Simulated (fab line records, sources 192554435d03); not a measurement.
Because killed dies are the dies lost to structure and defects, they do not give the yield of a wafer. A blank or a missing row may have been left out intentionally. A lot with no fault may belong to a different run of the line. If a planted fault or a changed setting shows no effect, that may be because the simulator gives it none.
fab line records	flow n5_finfet
record lots=24	wafers=72	last_day=18
route steps=1938 shown HKMG_FIN@420 GATE_CUT@465
lots that met no fault: from a run of the same line without faults
start_h: hours from the record's first day to the start of the lot's first wafer shown	wait_h: hours elapsed since this lot's preceding step	" repeats the value in the row above	L1.1+2: a row that stands for several wafers	- either no value or no given start	* or withheld: withheld	< > ~ a bound
route shown NAME@n: names a module that has steps shown in the file, with the first one's number in the route	usual: the fault-free wafers' mean and standard deviation	same: alike in all rows	chamber/n: place in a boat	sites: each site's reading	_std_site: how widely they spread, as a standard deviation	_edge_site: the outer-site mean with the inner-site mean subtracted	radius_mm: for every site, how far away it sits from the centre of the wafer	mask NAME#n: copy n	behind: the last tool/chamber to shape the wafer	hold: what put the lot on hold/how long, in hours/how the hold closed	device: whichever transistor did not switch (one of n, p or np)	end of line: the same wafers' tests at the end of the route	a step with no rows: only its recipe	killed: dies lost to structure and defects at the first sort, not the wafer's yield	map: dies across one wafer; x = killed, . = not, _ = none there
set.NAME: the setting that was run; set.NAME@STEP: the one run at that earlier step	model.NAME: the simulator's own value behind a step, which no gauge read
a sample of lots followed through the steps of the route, with each step as a table and each wafer as a row
services: from which hour (start_h, from the record's first day; less than 0 if before it) a tool's chamber was out of use, for how many hours, and why
## steps
# step N5_HKMG_FIN_THK_MEAS_70
# recipe thk_meas_gauge=xrf	reads=HfO2_of_HKMG_FIN_HK_ALD_01
# usual HK_THK=1.626/0.019
lot.wafer	tool	chamber	start_h	wait_h	HK_THK[nm]
L074.1	film_metro-02	-	77.38	0.2	1.578
L074.2	"	-	"	"	1.612
L074.5	"	-	"	"	1.623
L075.1	film_metro-01	-	80.08	0.2	1.633
L075.2	"	-	"	"	1.609
L075.3	"	-	"	"	1.652
L076.3	film_metro-02	-	85.19	0.2	1.643
L076.4	"	-	"	"	1.650
L076.6	"	-	"	"	1.622
L077.4	film_metro-02	-	96.02	0.2	1.644
L077.5	"	-	"	"	1.627
L077.6	"	-	"	"	1.641
L078.4	film_metro-01	-	97.46	0.2	1.644
L078.5	"	-	"	"	1.627
L078.6	"	-	"	"	1.623
L079.2	film_metro-01	-	107.33	0.2	1.622
L079.4	"	-	"	"	1.632
L079.6	"	-	"	"	1.633
L080.1	film_metro-01	-	112.62	0.2	1.650
L080.4	"	-	"	"	1.655
L080.5	"	-	"	"	1.640
L081.3	film_metro-02	-	119.99	0.2	1.619
L081.5	"	-	"	"	1.629
L081.6	"	-	"	"	1.645
L082.1	film_metro-02	-	122.45	0.2	1.611
L082.3	"	-	"	"	1.621
L082.5	"	-	"	"	1.629
L083.2	film_metro-01	-	130.76	0.2	1.625
L083.5	"	-	"	"	1.609
L083.6	"	-	"	"	1.634
L084.1	film_metro-01	-	133.93	0.2	1.646
L084.3	"	-	"	"	1.637
L084.6	"	-	"	"	1.626
L085.1	film_metro-01	-	141.34	0.2	1.642
L085.2	"	-	"	"	1.633
L085.3	"	-	"	"	1.653
L086.3	film_metro-01	-	152.95	0.2	1.633
L086.4	"	-	"	"	1.639
L086.5	"	-	"	"	1.609
L087.2	film_metro-01	-	157.07	0.2	1.643
L087.3	"	-	"	"	1.611
L087.6	"	-	"	"	1.642
L088.2	film_metro-02	-	158.29	0.2	1.600
L088.4	"	-	"	"	1.637
L088.6	"	-	"	"	1.572
L089.2	film_metro-02	-	175.52	0.2	1.599
L089.3	"	-	"	"	1.602
L089.6	"	-	"	"	1.649
L090.1	film_metro-01	-	176.24	0.2	1.637
L090.2	"	-	"	"	1.614
L090.6	"	-	"	"	1.633
L091.1	film_metro-01	-	178.11	0.2	1.631
L091.4	"	-	"	"	1.626
L091.6	"	-	"	"	1.626
L092.3	film_metro-01	-	182.64	0.2	1.622
L092.4	"	-	"	"	1.645
L092.6	"	-	"	"	1.635
L093.1	film_metro-02	-	188.30	0.2	1.592
L093.3	"	-	"	"	1.624
L093.4	"	-	"	"	1.602
L094.1	film_metro-02	-	198.61	0.2	1.572
L094.5	"	-	"	"	1.620
L094.6	"	-	"	"	1.586
L095.2	film_metro-01	-	199.47	0.2	1.627
L095.5	"	-	"	"	1.619
L095.6	"	-	"	"	1.631
L096.1	film_metro-01	-	207.89	0.2	1.642
L096.2	"	-	"	"	1.624
L096.3	"	-	"	"	1.624
L097.1	film_metro-02	-	211.66	0.2	1.648
L097.2	"	-	"	"	1.601
L097.4	"	-	"	"	1.579
# step N5_HKMG_FIN_OVL_MEAS_13
# recipe points_per_wafer=44
# usual NWFM_OVL=-0.1/0.84
lot.wafer	tool	chamber	start_h	wait_h	NWFM_OVL[nm]
L074.1	overlay-01	0	78.16	0.0	0.0
L074.2	"	0	"	"	-0.2
L074.5	"	0	"	"	-1.6
L075.1	overlay-02	0	80.98	0.0	1.2
L075.2	"	0	"	"	0.4
L075.3	"	0	"	"	1.1
L076.3	overlay-02	0	85.99	0.0	-0.3
L076.4	"	0	"	"	0.1
L076.6	"	0	"	"	0.0
L077.4	overlay-01	0	96.93	0.0	0.2
L077.5	"	0	"	"	-0.1
L077.6	"	0	"	"	-0.5
L078.4	overlay-01	0	98.25	0.0	0.1
L078.5	"	0	"	"	-0.4
L078.6	"	0	"	"	-0.1
L079.2	overlay-01	0	108.24	0.0	0.2
L079.4	"	0	"	"	1.1
L079.6	"	0	"	"	0.5
L080.1	overlay-01	0	113.40	0.0	1.2
L080.4	"	0	"	"	-1.2
L080.5	"	0	"	"	0.7
L081.3	overlay-02	0	120.89	0.0	-1.4
L081.5	"	0	"	"	-0.7
L081.6	"	0	"	"	-0.8
L082.1	overlay-01	0	123.36	0.0	-1.6
L082.3	"	0	"	"	0.1
L082.5	"	0	"	"	0.2
L083.2	overlay-02	0	131.54	0.0	-1.0
L083.5	"	0	"	"	0.1
L083.6	"	0	"	"	0.4
L084.1	overlay-02	0	134.83	0.0	-1.2
L084.3	"	0	"	"	-1.8
L084.6	"	0	"	"	-1.3
L085.1	overlay-02	0	142.25	0.0	-1.2
L085.2	"	0	"	"	-0.2
L085.3	"	0	"	"	-0.7
L086.3	overlay-01	0	153.86	0.0	-1.1
L086.4	"	0	"	"	0.7
L086.5	"	0	"	"	-0.1
L087.2	overlay-01	0	157.85	0.0	-0.5
L087.3	"	0	"	"	2.1
L087.6	"	0	"	"	0.6
L088.2	overlay-01	0	159.19	0.0	-1.4
L088.4	"	0	"	"	-0.7
L088.6	"	0	"	"	-0.3
L089.2	overlay-01	0	176.43	0.0	0.3
L089.3	"	0	"	"	0.0
L089.6	"	0	"	"	1.1
L090.1	overlay-02	0	177.14	0.0	-0.7
L090.2	"	0	"	"	0.0
L090.6	"	0	"	"	0.2
L091.1	overlay-01	0	178.89	0.0	-0.5
L091.4	"	0	"	"	-0.9
L091.6	"	0	"	"	-1.1
L092.3	overlay-01	0	183.55	0.0	0.7
L092.4	"	0	"	"	-1.0
L092.6	"	0	"	"	0.0
L093.1	overlay-02	0	189.21	0.0	-0.1
L093.3	"	0	"	"	-0.9
L093.4	"	0	"	"	-0.1
L094.1	overlay-02	0	199.51	0.0	0.9
L094.5	"	0	"	"	0.4
L094.6	"	0	"	"	0.6
L095.2	overlay-02	0	200.25	0.0	-0.9
L095.5	"	0	"	"	2.2
L095.6	"	0	"	"	0.1
L096.1	overlay-02	0	208.80	0.0	-0.5
L096.2	"	0	"	"	-0.3
L096.3	"	0	"	"	0.1
L097.1	overlay-02	0	212.57	0.0	-0.4
L097.2	"	0	"	"	1.4
L097.4	"	0	"	"	1.2
# step N5_HKMG_FIN_STRIP_69
# recipe chemistry=N2/H2	power_w=2500	temp_c=300	h2_frac=0.65	time_s=360	pressure_mtorr=withheld	n2_flow_sccm=1750	h2_flow_sccm=3250
# usual drypump_motor_current_A=5.6/0.39	heater_power_w=462/50
lot.wafer	tool	chamber	start_h	wait_h	drypump_motor_current_A	heater_power_w	rf_hours_counter_h
L074.1	plasma_asher-02	1	81.46	0.1	5.2	413	36
L074.2	"	0	"	"	5.4	486	36
L074.5	"	0	"	"	5.4	477	-
L075.1	plasma_asher-02	0	83.98	0.1	5.4	492	37
L075.2	"	1	"	"	5.2	399	37
L075.3	"	1	"	"	5.3	405	-
L076.3	plasma_asher-01	0	88.93	0.2	6.3	442	-
L076.4	"	1	"	"	5.6	546	-
L076.6	"	1	"	"	5.6	528	-
L077.4	plasma_asher-02	1	100.24	0.2	5.3	410	-
L077.5	"	0	"	"	5.4	490	-
L077.6	"	1	"	"	5.2	399	-
L078.4	plasma_asher-01	0	102.12	0.2	6.3	449	-
L078.5	"	0	"	"	6.3	451	-
L078.6	"	1	"	"	5.6	556	-
L079.2	plasma_asher-01	1	111.51	0.1	5.6	544	88
L079.4	"	1	"	"	5.6	529	-
L079.6	"	0	"	"	6.3	446	-
L080.1	plasma_asher-02	0	116.22	0.1	5.4	489	43
L080.4	"	0	"	"	5.5	476	-
L080.5	"	0	"	"	5.5	474	-
L081.3	plasma_asher-02	0	124.00	0.2	5.4	472	-
L081.5	"	0	"	"	5.4	475	-
L081.6	"	1	"	"	5.2	394	-
L082.1	plasma_asher-01	1	126.54	0.1	5.6	551	92
L082.3	"	0	"	"	6.3	457	-
L082.5	"	0	"	"	6.3	455	-
L083.2	plasma_asher-02	0	134.99	0.1	5.4	480	47
L083.5	"	0	"	"	5.4	476	-
L083.6	"	1	"	"	5.2	387	-
L084.1	plasma_asher-02	1	137.67	0.1	5.2	406	48
L084.3	"	0	"	"	5.4	455	-
L084.6	"	1	"	"	5.2	404	-
L085.1	plasma_asher-01	1	145.15	0.1	5.6	546	95
L085.2	"	0	"	"	6.3	455	95
L085.3	"	1	"	"	5.6	545	-
L086.3	plasma_asher-01	1	156.85	0.2	5.6	547	-
L086.4	"	0	"	"	6.3	456	-
L086.5	"	1	"	"	5.6	547	-
L087.2	plasma_asher-01	1	160.92	0.1	5.6	533	98
L087.3	"	0	"	"	6.3	457	-
L087.6	"	0	"	"	6.3	462	-
L088.2	plasma_asher-01	0	162.13	0.1	6.3	454	99
L088.4	"	1	"	"	5.6	549	-
L088.6	"	1	"	"	5.6	538	-
L089.2	plasma_asher-02	0	179.66	0.2	5.4	469	55
L089.3	"	1	"	"	5.2	410	-
L089.6	"	1	"	"	5.3	408	-
L090.1	plasma_asher-01	1	180.33	0.3	5.6	527	102
L090.2	"	0	"	"	6.3	459	102
L090.6	"	0	"	"	6.3	449	-
L091.1	plasma_asher-02	1	182.43	0.2	5.3	394	56
L091.4	"	1	"	"	5.2	401	-
L091.6	"	1	"	"	5.3	401	-
L092.3	plasma_asher-02	0	186.92	0.3	5.5	489	-
L092.4	"	1	"	"	5.2	417	-
L092.6	"	1	"	"	5.2	407	-
L093.1	plasma_asher-02	1	192.08	0.1	5.2	394	58
L093.3	"	1	"	"	5.2	416	-
L093.4	"	0	"	"	5.5	474	-
L094.1	plasma_asher-02	0	202.35	0.1	5.4	464	60
L094.5	"	1	"	"	5.2	399	-
L094.6	"	0	"	"	5.4	485	-
L095.2	plasma_asher-02	1	203.23	0.1	5.2	393	61
L095.5	"	0	"	"	5.5	470	-
L095.6	"	1	"	"	5.2	407	-
L096.1	plasma_asher-01	0	211.73	0.1	6.3	451	108
L096.2	"	1	"	"	5.6	538	108
L096.3	"	1	"	"	5.6	539	-
L097.1	plasma_asher-02	1	215.42	0.1	5.2	409	63
L097.2	"	0	"	"	5.5	474	63
L097.4	"	0	"	"	5.4	475	-
# step N5_HKMG_FIN_CMP_23
# recipe stop_on=SiNx	t_overpolish_s=10	post_cmp_clean=rinse_only	down_force_psi=4	platen_rpm=50.289	pad_velocity_m_s=1.0006	target_thk_nm=46.326
# usual motor_current_A=11.2/0.8	overpolish_run_s=9.99/0.055	time_to_endpoint_s=11.7/1.9
lot.wafer	tool	chamber	start_h	wait_h	motor_current_A	overpolish_run_s	time_to_endpoint_s
L074.2	cmp-02	0	82.38	0.0	10.4	10.00	12.6
L074.1	"	3	"	"	12.4	9.99	12.3
L074.5	"	0	"	"	10.1	9.99	15.6
L075.1	cmp-04	2	85.00	0.0	12.1	10.01	11.1
L075.2	"	0	"	"	11.4	9.99	11.9
L075.3	"	1	"	"	12.4	10.00	13.9
L076.3	cmp-02	1	89.74	0.0	12.0	10.01	11.3
L076.4	"	2	"	"	11.0	9.99	10.4
L076.6	"	2	"	"	10.6	10.01	10.6
L077.4	cmp-04	2	101.12	0.1	12.2	10.00	12.7
L077.6	"	1	"	"	12.5	10.01	15.0
L077.5	"	2	"	"	11.9	9.99	8.6
L078.4	cmp-04	0	103.15	0.3	12.2	10.00	9.1
L078.5	"	1	"	"	12.7	9.99	11.8
L078.6	"	2	"	"	12.3	10.00	9.0
L079.4	cmp-02	3	112.43	0.0	11.8	10.00	10.7
L079.2	"	1	"	"	11.2	10.00	10.3
L079.6	"	3	"	"	12.2	10.01	13.8
L080.4	cmp-04	2	117.21	0.1	11.6	10.00	13.4
L080.1	"	0	"	"	12.2	9.99	12.7
L080.5	"	2	"	"	11.6	9.99	13.8
L081.3	cmp-01	0	124.95	0.2	12.7	9.99	11.7
L081.6	"	2	"	"	11.1	10.00	13.5
L081.5	"	3	"	"	10.2	9.98	13.8
L082.3	cmp-01	2	127.62	0.2	11.1	10.01	12.0
L082.1	"	3	"	"	10.6	10.00	11.2
L082.5	"	1	"	"	10.5	10.01	12.5
L083.2	cmp-01	1	136.06	0.2	10.8	10.00	11.4
L083.6	"	3	"	"	9.9	10.01	11.9
L083.5	"	0	"	"	12.4	9.99	11.7
L084.3	cmp-01	0	138.66	0.1	12.2	10.00	10.0
L084.1	"	2	"	"	11.3	10.01	9.6
L084.6	"	0	"	"	13.1	10.00	10.9
L085.3	cmp-01	1	146.07	0.0	10.3	10.00	10.5
L085.1	"	3	"	"	10.9	10.00	11.5
L085.2	"	0	"	"	12.0	10.00	10.7
L086.3	cmp-02	0	157.65	0.0	10.7	10.01	12.5
L086.4	"	1	"	"	11.9	9.98	13.9
L086.5	"	0	"	"	9.5	10.00	12.2
L087.3	cmp-01	2	161.92	0.1	11.0	9.99	12.3
L087.2	"	3	"	"	10.8	9.98	10.7
L087.6	"	2	"	"	11.2	10.02	12.3
L088.2	cmp-04	3	163.05	0.0	11.1	10.00	15.7
L088.4	"	1	"	"	12.5	9.99	12.6
L088.6	"	0	"	"	11.5	10.00	9.6
L089.3	cmp-01	1	180.65	0.0	10.8	10.00	10.4
L089.2	"	0	"	"	12.3	10.00	11.9
L089.6	"	2	"	"	10.6	10.00	12.5
L090.2	cmp-04	0	181.25	0.0	11.2	10.00	14.5
L090.1	"	1	"	"	12.0	10.00	15.1
L090.6	"	1	"	"	11.8	9.99	17.5
L091.4	cmp-01	3	183.42	0.1	10.9	9.99	13.1
L091.1	"	1	"	"	10.8	10.01	12.5
L091.6	"	3	"	"	10.5	10.00	11.8
L092.3	cmp-02	1	187.80	0.1	11.4	10.00	10.6
L092.4	"	3	"	"	12.3	10.01	9.4
L092.6	"	1	"	"	11.6	9.98	9.1
L093.4	cmp-01	2	193.00	0.0	10.6	10.00	12.9
L093.3	"	0	"	"	12.2	9.99	12.6
L093.1	"	1	"	"	10.8	10.01	11.7
L094.1	cmp-02	2	203.43	0.2	10.6	9.99	8.0
L094.6	"	0	"	"	10.0	10.01	9.4
L094.5	"	1	"	"	11.5	9.99	10.1
L095.2	cmp-02	3	204.40	0.3	11.8	10.02	9.1
L095.6	"	0	"	"	10.1	10.01	9.2
L095.5	"	1	"	"	11.1	10.00	8.2
L096.2	cmp-02	3	212.73	0.1	12.0	9.99	11.3
L096.3	"	0	"	"	10.3	10.00	10.6
L096.1	"	1	"	"	10.7	10.00	10.3
L097.1	cmp-02	0	216.34	0.0	10.1	9.99	11.6
L097.4	"	1	"	"	10.8	10.01	10.0
L097.2	"	2	"	"	10.6	10.01	13.6
# step N5_GATE_CUT_ETCHBACK_00
# recipe chemistry=SF6/Cl2	target=W	pressure_mtorr=8	icp_w=900	bias_w=80	SF6_flow_sccm=40	Cl2_flow_sccm=60
# usual chamber_pressure_mTorr=7.999/0.0073	drypump_motor_current_A=5.3/0.4	oes_product_au=0.79/0.11	throttle_valve_pct=27.47/0.13
lot.wafer	tool	chamber	start_h	wait_h	chamber_pressure_mTorr	drypump_motor_current_A	oes_product_au	rf_hours_counter_h	throttle_valve_pct
L074.1	rie_metal-03	1	83.12	0.0	8.001	5.7	0.60	130	27.53
L074.2	"	0	"	"	8.012	4.9	0.80	32	27.51
L074.5	"	1	"	"	7.995	5.6	0.61	-	27.56
L075.1	rie_metal-02	0	85.75	0.0	8.004	5.9	0.83	33	27.37
L075.2	"	1	"	"	8.000	5.3	0.71	64	27.69
L075.3	"	1	"	"	8.000	5.3	0.70	-	27.68
L076.3	rie_metal-02	1	90.52	0.1	7.997	5.4	0.70	-	27.70
L076.4	"	0	"	"	7.999	5.9	0.82	-	27.36
L076.6	"	0	"	"	7.996	5.9	0.82	-	27.37
L077.4	rie_metal-03	1	101.82	0.1	8.001	5.6	0.61	-	27.56
L077.5	"	0	"	"	8.007	4.9	0.79	-	27.48
L077.6	"	1	"	"	8.007	5.6	0.61	-	27.55
L078.4	rie_metal-02	1	103.70	0.1	8.004	5.4	0.70	-	27.67
L078.5	"	0	"	"	7.994	5.9	0.80	-	27.37
L078.6	"	1	"	"	7.984	5.3	0.69	-	27.69
L079.2	rie_metal-03	1	113.17	0.0	8.015	5.6	0.60	133	27.54
L079.4	"	1	"	"	8.003	5.6	0.60	-	27.54
L079.6	"	1	"	"	7.999	5.6	0.60	-	27.56
L080.1	rie_metal-03	1	117.88	0.0	7.995	5.7	0.60	134	27.56
L080.4	"	0	"	"	8.002	4.9	0.79	-	27.50
L080.5	"	0	"	"	7.975	4.9	0.80	-	27.49
L081.3	rie_metal-01	1	125.58	0.1	7.994	4.9	0.90	-	27.40
L081.5	"	0	"	"	8.004	5.4	0.93	-	27.20
L081.6	"	1	"	"	8.003	4.8	0.90	-	27.40
L082.1	rie_metal-02	0	128.20	0.0	8.008	5.9	0.81	38	27.38
L082.3	"	1	"	"	7.986	5.3	0.70	-	27.69
L082.5	"	0	"	"	7.996	5.9	0.80	-	27.36
L083.2	rie_metal-01	0	136.65	0.0	8.006	5.4	0.94	5	27.20
L083.5	"	1	"	"	7.995	4.8	0.89	-	27.41
L083.6	"	0	"	"	8.001	5.4	0.94	-	27.20
L084.1	rie_metal-01	1	139.33	0.0	8.001	4.8	0.88	12	27.41
L084.3	"	1	"	"	7.987	4.8	0.89	-	27.41
L084.6	"	0	"	"	8.002	5.4	0.94	-	27.21
L085.1	rie_metal-02	1	146.82	0.0	7.994	5.3	0.70	69	27.68
L085.2	"	0	"	"	7.996	5.9	0.80	39	27.38
L085.3	"	0	"	"	7.998	5.9	0.80	-	27.38
L086.3	rie_metal-02	1	158.43	0.1	7.998	5.3	0.69	-	27.70
L086.4	"	0	"	"	7.998	5.9	0.80	-	27.36
L086.5	"	0	"	"	8.000	5.9	0.81	-	27.35
L087.2	rie_metal-01	0	162.59	0.0	7.999	5.3	0.92	6	27.22
L087.3	"	1	"	"	8.007	4.8	0.88	-	27.41
L087.6	"	0	"	"	8.009	5.4	0.92	-	27.20
L088.2	rie_metal-03	0	163.79	0.0	7.992	4.9	0.78	40	27.51
L088.4	"	0	"	"	8.000	4.9	0.79	-	27.50
L088.6	"	0	"	"	7.997	4.9	0.77	-	27.51
L089.2	rie_metal-02	1	181.40	0.0	8.002	5.3	0.69	72	27.71
L089.3	"	0	"	"	7.996	5.9	0.79	-	27.37
L089.6	"	1	"	"	8.007	5.3	0.68	-	27.70
L090.1	rie_metal-03	0	181.99	0.0	8.001	4.9	0.77	42	27.51
L090.2	"	0	"	"	7.999	4.9	0.77	-	27.52
L090.6	"	0	"	"	7.998	4.9	0.76	-	27.51
L091.1	rie_metal-03	0	184.09	0.0	7.994	4.9	0.77	42	27.51
L091.4	"	0	"	"	7.997	4.9	0.77	-	27.51
L091.6	"	0	"	"	7.991	4.9	0.76	-	27.51
L092.3	rie_metal-03	0	188.51	0.1	8.008	4.9	0.76	-	27.50
L092.4	"	1	"	"	7.998	5.7	1.00	-	27.36
L092.6	"	0	"	"	7.992	4.9	0.77	-	27.51
L093.1	rie_metal-03	1	193.74	0.0	7.995	5.6	0.98	0	27.35
L093.3	"	0	"	"	7.998	4.9	0.76	-	27.50
L093.4	"	1	"	"	7.997	5.7	0.99	-	27.36
L094.1	rie_metal-03	0	204.02	0.0	8.005	4.9	0.76	44	27.51
L094.5	"	1	"	"	8.002	5.6	0.98	-	27.37
L094.6	"	0	"	"	8.000	4.9	0.77	-	27.50
L095.2	rie_metal-03	0	204.90	0.0	7.995	4.9	0.76	44	27.51
L095.5	"	0	"	"	7.985	4.9	0.76	-	27.50
L095.6	"	1	"	"	7.989	5.6	0.97	-	27.37
L096.1	rie_metal-02	0	213.39	0.0	8.005	5.9	0.78	46	27.38
L096.2	"	1	"	"	7.999	5.3	0.68	76	27.71
L096.3	"	1	"	"	8.010	5.3	0.68	-	27.70
L097.1	rie_metal-03	1	217.08	0.0	7.994	5.7	0.96	2	27.37
L097.2	"	0	"	"	7.991	4.9	0.75	45	27.50
L097.4	"	1	"	"	8.008	5.6	0.96	-	27.37
# step N5_GATE_CUT_STRIP_41
# recipe chemistry=CF4	resist=SiARC	power_w=300	bias_power_w=75	pressure_mtorr=50	cf4_flow_sccm=150	rf_frequency_hz=6e+07
# usual chamber_pressure_mTorr=50.00/0.048	drypump_motor_current_A=5.8/0.35	oes_product_au=0.180/0.02	rf_vpp_V=271.4/1.3	showerhead_plenum_p_Torr=1.81/0.045	throttle_valve_pct=13.63/0.27
lot.wafer	tool	chamber	start_h	wait_h	chamber_pressure_mTorr	drypump_motor_current_A	oes_product_au	rf_hours_counter_h	rf_vpp_V	showerhead_plenum_p_Torr	throttle_valve_pct
L074.1	rie_diel-04	3	87.57	0.0	49.96	5.5	0.184	88	271.3	1.81	13.48
L074.2	"	1	"	"	50.06	5.6	0.164	188	272.4	1.85	13.64
L074.5	"	3	"	"	49.97	5.5	0.182	-	273.2	1.81	13.48
L075.1	rie_diel-03	0	89.98	0.0	49.97	5.6	0.216	20	269.0	1.75	12.94
L075.2	"	1	"	"	50.10	6.1	0.180	140	272.8	1.87	13.91
L075.3	"	3	"	"	50.00	6.3	0.179	129	269.7	1.88	13.52
L076.3	rie_diel-03	3	96.20	0.0	50.00	6.3	0.177	130	272.5	1.88	13.51
L076.4	"	2	"	"	50.02	6.3	0.163	249	271.4	1.77	13.78
L076.6	"	3	"	"	50.08	6.3	0.184	-	273.4	1.88	13.53
L077.4	rie_diel-06	2	105.87	0.0	50.04	5.2	0.204	54	271.5	1.83	13.70
L077.5	"	2	"	"	49.98	5.2	0.190	-	272.4	1.83	13.72
L077.6	"	3	"	"	50.01	5.8	0.153	-	272.2	1.84	13.65
L078.4	rie_diel-04	2	107.61	0.0	50.00	5.6	0.196	78	268.4	1.74	13.45
L078.5	"	0	"	"	49.94	6.3	0.157	-	271.1	1.78	14.08
L078.6	"	1	"	"	50.00	5.5	0.162	-	271.0	1.85	13.66
L079.2	rie_diel-06	0	117.30	0.1	49.97	5.8	0.162	206	272.6	1.85	13.65
L079.4	"	0	"	"	50.02	5.7	0.163	-	273.3	1.85	13.66
L079.6	"	2	"	"	50.01	5.2	0.192	-	272.1	1.83	13.71
L080.1	rie_diel-04	3	121.98	0.0	49.93	5.5	0.188	98	272.0	1.81	13.51
L080.4	"	0	"	"	49.91	6.3	0.155	235	269.2	1.77	14.11
L080.5	"	0	"	"	49.93	6.3	0.154	-	269.2	1.77	14.08
L081.3	rie_diel-06	2	129.49	0.0	49.98	5.2	0.187	63	270.6	1.83	13.73
L081.5	"	0	"	"	50.00	5.7	0.166	-	272.2	1.84	13.66
L081.6	"	3	"	"	49.91	5.8	0.153	-	271.6	1.84	13.69
L082.1	rie_diel-04	2	132.25	0.0	50.01	5.6	0.191	86	270.8	1.74	13.45
L082.3	"	1	"	"	49.93	5.5	0.158	204	271.8	1.85	13.68
L082.5	"	1	"	"	49.92	5.6	0.159	-	272.5	1.85	13.66
L083.2	rie_diel-03	0	140.80	0.0	49.92	5.6	0.208	36	269.7	1.75	12.96
L083.5	"	2	"	"	49.91	6.3	0.223	-	271.1	1.77	13.25
L083.6	"	1	"	"	49.95	6.1	0.182	-	273.0	1.87	13.94
L084.1	rie_diel-06	2	147.40	0.0	50.06	5.2	0.193	68	271.2	1.83	13.75
L084.3	"	0	"	"	49.98	5.8	0.162	217	272.4	1.84	13.66
L084.6	"	1	"	"	49.99	5.9	0.165	-	270.6	1.77	14.05
L085.1	rie_diel-06	2	152.50	0.0	49.95	5.2	0.187	70	272.8	1.83	13.75
L085.2	"	1	"	"	49.98	5.9	0.161	209	270.6	1.77	14.06
L085.3	"	0	"	"	50.03	5.7	0.166	219	271.9	1.84	13.68
L086.3	rie_diel-04	2	162.61	0.0	49.94	5.6	0.189	94	270.7	1.74	13.49
L086.4	"	0	"	"	50.00	6.3	0.160	247	270.4	1.77	14.12
L086.5	"	3	"	"	49.97	5.5	0.181	-	270.3	1.81	13.53
L087.2	rie_diel-06	0	166.50	0.0	50.07	5.7	0.164	224	271.9	1.84	13.68
L087.3	"	2	"	"	50.05	5.2	0.189	75	271.0	1.83	13.76
L087.6	"	1	"	"	50.00	5.9	0.163	-	271.4	1.77	14.06
L088.2	rie_diel-06	3	168.09	0.0	50.05	5.8	0.214	3	272.9	1.84	13.10
L088.4	"	2	"	"	49.96	5.2	0.193	76	270.7	1.83	13.76
L088.6	"	3	"	"	50.03	5.8	0.220	-	272.0	1.84	13.10
L089.2	rie_diel-04	2	185.29	0.0	50.06	5.6	0.195	101	271.0	1.74	13.51
L089.3	"	1	"	"	50.00	5.6	0.162	219	272.4	1.85	13.71
L089.6	"	2	"	"	49.94	5.6	0.187	-	270.1	1.74	13.52
L090.1	rie_diel-04	1	186.66	0.0	49.91	5.5	0.157	220	272.1	1.84	13.72
L090.2	"	2	"	"	50.03	5.6	0.185	102	270.7	1.74	13.50
L090.6	"	2	"	"	49.97	5.6	0.186	-	270.2	1.74	13.52
L091.1	rie_diel-03	3	188.25	0.0	50.06	6.4	0.175	158	272.8	1.87	13.59
L091.4	"	0	"	"	50.02	5.7	0.197	49	269.1	1.74	12.99
L091.6	"	0	"	"	50.08	5.7	0.204	-	269.5	1.74	12.99
L092.3	rie_diel-03	0	193.64	0.0	50.04	5.6	0.199	51	268.2	1.74	12.99
L092.4	"	1	"	"	50.00	6.1	0.170	171	272.8	1.86	13.97
L092.6	"	2	"	"	50.01	6.3	0.207	-	269.8	1.77	13.28
L093.1	rie_diel-03	0	198.14	0.0	50.04	5.6	0.203	52	269.4	1.74	12.99
L093.3	"	3	"	"	49.97	6.3	0.179	161	273.3	1.87	13.60
L093.4	"	1	"	"	50.00	6.1	0.179	172	273.3	1.86	13.97
L094.1	rie_diel-04	0	208.27	0.0	50.12	6.2	0.215	6	269.6	1.77	13.57
L094.5	"	2	"	"	50.07	5.6	0.184	-	270.8	1.74	13.53
L094.6	"	0	"	"	50.05	6.3	0.222	-	270.8	1.77	13.57
L095.2	rie_diel-04	1	209.86	0.0	50.01	5.6	0.157	228	272.9	1.84	13.74
L095.5	"	0	"	"	50.01	6.3	0.207	-	270.3	1.77	13.58
L095.6	"	1	"	"	49.94	5.6	0.160	-	271.7	1.84	13.74
L096.1	rie_diel-04	2	217.55	0.0	49.96	5.6	0.184	115	269.4	1.73	13.55
L096.2	"	0	"	"	49.96	6.3	0.206	10	270.4	1.77	13.58
L096.3	"	1	"	"	49.98	5.5	0.159	232	272.8	1.84	13.74
L097.1	rie_diel-04	0	223.75	0.0	50.06	6.3	0.214	13	270.5	1.77	13.59
L097.2	"	3	"	"	50.04	5.5	0.176	126	271.9	1.80	13.57
L097.4	"	2	"	"	49.99	5.6	0.179	117	269.9	1.73	13.55
## services
tool	chamber	start_h	hours	kind
rie_metal-03	-	57.75	0.5	repair
cmp-01	-	58.28	3.1	repair
plasma_asher-02	-	77.58	0.3	repair
plasma_asher-02	-	89.32	2.0	repair
plasma_asher-02	-	92.62	0.3	repair
cmp-04	-	95.41	4.0	pm
rie_metal-01	0	95.81	3.2	repair
rie_diel-06	1	114.71	23.0	repair
rie_diel-06	3	114.84	4.0	repair
cmp-02	-	121.46	6.8	pm
plasma_asher-01	-	130.10	3.4	repair
rie_diel-04	1	139.91	2.5	repair
rie_diel-03	1	140.98	6.8	repair
rie_diel-04	-	163.06	1.1	repair
plasma_asher-02	-	164.43	2.8	pm
plasma_asher-01	-	167.18	2.8	pm
rie_metal-03	1	168.30	-	clean
rie_metal-03	1	168.30	19.2	scheduled_down
rie_metal-03	1	168.30	19.2	vent_cycle
rie_metal-01	0	169.44	23.2	repair
cmp-01	-	174.98	4.3	repair
cmp-02	-	183.81	2.2	repair
cmp-01	-	191.12	1.8	repair
rie_diel-04	3	206.29	13.1	repair
## key
fault none
